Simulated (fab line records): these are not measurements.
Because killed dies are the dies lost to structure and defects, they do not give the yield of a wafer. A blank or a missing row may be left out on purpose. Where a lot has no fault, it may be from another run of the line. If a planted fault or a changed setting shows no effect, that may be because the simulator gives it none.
Chamber matching / flow n5Finfet / pecvd-04 running N5_BEOL_M10_PECVD_70: 3 sister chambers
The step deposits SiO2 from TEOS/O2, target thk 20 nm, time 22.7 s. 22 wafers are shown with their chamber, then 11 later ones without.

EACH WAFER AND ITS CHAMBER
wafer=L075.2; chamber=1; throttleValvePct (%)=22.6; showerheadPlenumPTorr (Torr)=8.65; heaterPowerW (W)=503
wafer=L075.4; chamber=1; throttleValvePct (%)=22.4; showerheadPlenumPTorr (Torr)=8.69; heaterPowerW (W)=518
wafer=L075.6; chamber=1; throttleValvePct (%)=22.6; showerheadPlenumPTorr (Torr)=8.67; heaterPowerW (W)=504
wafer=L077.1; chamber=1; throttleValvePct (%)=22.6; showerheadPlenumPTorr (Torr)=8.65; heaterPowerW (W)=491
wafer=L077.2; chamber=0; throttleValvePct (%)=21.7; showerheadPlenumPTorr (Torr)=8.73; heaterPowerW (W)=584
wafer=L077.5; chamber=0; throttleValvePct (%)=21.4; showerheadPlenumPTorr (Torr)=8.72; heaterPowerW (W)=597
wafer=L081.2; chamber=1; throttleValvePct (%)=22.6; showerheadPlenumPTorr (Torr)=8.65; heaterPowerW (W)=535
wafer=L081.3; chamber=0; throttleValvePct (%)=21.5; showerheadPlenumPTorr (Torr)=8.74; heaterPowerW (W)=604
wafer=L081.4; chamber=1; throttleValvePct (%)=22.3; showerheadPlenumPTorr (Torr)=8.64; heaterPowerW (W)=538
wafer=L082.2; chamber=2; throttleValvePct (%)=19.5; showerheadPlenumPTorr (Torr)=8.90; heaterPowerW (W)=880
wafer=L082.4; chamber=1; throttleValvePct (%)=22.7; showerheadPlenumPTorr (Torr)=8.68; heaterPowerW (W)=533
wafer=L082.6; chamber=1; throttleValvePct (%)=22.6; showerheadPlenumPTorr (Torr)=8.64; heaterPowerW (W)=502
wafer=L085.1; chamber=1; throttleValvePct (%)=22.6; showerheadPlenumPTorr (Torr)=8.66; heaterPowerW (W)=538
wafer=L085.3; chamber=2; throttleValvePct (%)=19.6; showerheadPlenumPTorr (Torr)=8.90; heaterPowerW (W)=847
wafer=L085.5; chamber=0; throttleValvePct (%)=21.6; showerheadPlenumPTorr (Torr)=8.72; heaterPowerW (W)=608
wafer=L086.2; chamber=0; throttleValvePct (%)=21.6; showerheadPlenumPTorr (Torr)=8.73; heaterPowerW (W)=571
wafer=L086.3; chamber=2; throttleValvePct (%)=19.3; showerheadPlenumPTorr (Torr)=8.90; heaterPowerW (W)=739
wafer=L086.6; chamber=0; throttleValvePct (%)=21.5; showerheadPlenumPTorr (Torr)=8.74; heaterPowerW (W)=582
wafer=L087.1; chamber=2; throttleValvePct (%)=19.3; showerheadPlenumPTorr (Torr)=8.89; heaterPowerW (W)=731
wafer=L087.3; chamber=1; throttleValvePct (%)=22.6; showerheadPlenumPTorr (Torr)=8.65; heaterPowerW (W)=497
wafer=L087.6; chamber=1; throttleValvePct (%)=22.5; showerheadPlenumPTorr (Torr)=8.65; heaterPowerW (W)=491
wafer=L089.1; chamber=1; throttleValvePct (%)=22.6; showerheadPlenumPTorr (Torr)=8.67; heaterPowerW (W)=524

SIGNATURES (means of the wafers above)
reading=throttleValvePct; chamber 0=21.550; chamber 1=22.558; chamber 2=19.425; scatter within a chamber=0.115
reading=showerheadPlenumPTorr; chamber 0=8.7300; chamber 1=8.6583; chamber 2=8.8975; scatter within a chamber=0.0131
reading=heaterPowerW; chamber 0=591.00; chamber 1=514.50; chamber 2=799.25; scatter within a chamber=33.9
Rule: a wafer's distance from a chamber is the root of the sum, over the readings, of the square of ((its reading less the chamber's mean) divided by the reading's scatter). The wafer belongs to the nearest chamber; if the next one is less than 2 further off, it can't be placed. The scatter is the square root of a quotient: the sum, over the shown wafers, of each reading's squared deviation from its chamber's mean, divided by wafers minus chambers.

WAFERS WITH NO CHAMBER GIVEN
wafer=L089.5; throttleValvePct (%)=19.3; showerheadPlenumPTorr (Torr)=8.91; heaterPowerW (W)=889
wafer=L089.6; throttleValvePct (%)=22.7; showerheadPlenumPTorr (Torr)=8.65; heaterPowerW (W)=512
wafer=L092.1; throttleValvePct (%)=19.3; showerheadPlenumPTorr (Torr)=8.91; heaterPowerW (W)=772
wafer=L092.2; throttleValvePct (%)=22.8; showerheadPlenumPTorr (Torr)=8.66; heaterPowerW (W)=516
wafer=L092.4; throttleValvePct (%)=19.5; showerheadPlenumPTorr (Torr)=8.89; heaterPowerW (W)=798
wafer=L095.3; throttleValvePct (%)=21.7; showerheadPlenumPTorr (Torr)=8.71; heaterPowerW (W)=577
wafer=L095.4; throttleValvePct (%)=21.5; showerheadPlenumPTorr (Torr)=8.74; heaterPowerW (W)=562
wafer=L095.6; throttleValvePct (%)=19.4; showerheadPlenumPTorr (Torr)=8.91; heaterPowerW (W)=811
wafer=L096.1; throttleValvePct (%)=21.6; showerheadPlenumPTorr (Torr)=8.74; heaterPowerW (W)=564
wafer=L096.4; throttleValvePct (%)=19.5; showerheadPlenumPTorr (Torr)=8.90; heaterPowerW (W)=817
wafer=L096.5; throttleValvePct (%)=21.5; showerheadPlenumPTorr (Torr)=8.73; heaterPowerW (W)=585

THE CHAMBER EACH PASSED THROUGH
wafer=L089.5; from the rows above=2; in truth=2
wafer=L089.6; from the rows above=1; in truth=1
wafer=L092.1; from the rows above=2; in truth=2
wafer=L092.2; from the rows above=1; in truth=1
wafer=L092.4; from the rows above=2; in truth=2
wafer=L095.3; from the rows above=0; in truth=0
wafer=L095.4; from the rows above=0; in truth=0
wafer=L095.6; from the rows above=2; in truth=2
wafer=L096.1; from the rows above=0; in truth=0
wafer=L096.4; from the rows above=2; in truth=2
wafer=L096.5; from the rows above=0; in truth=0
Correct placement for 11 of the 11. Number that these rows cannot place: 0. 0 placed wrongly.
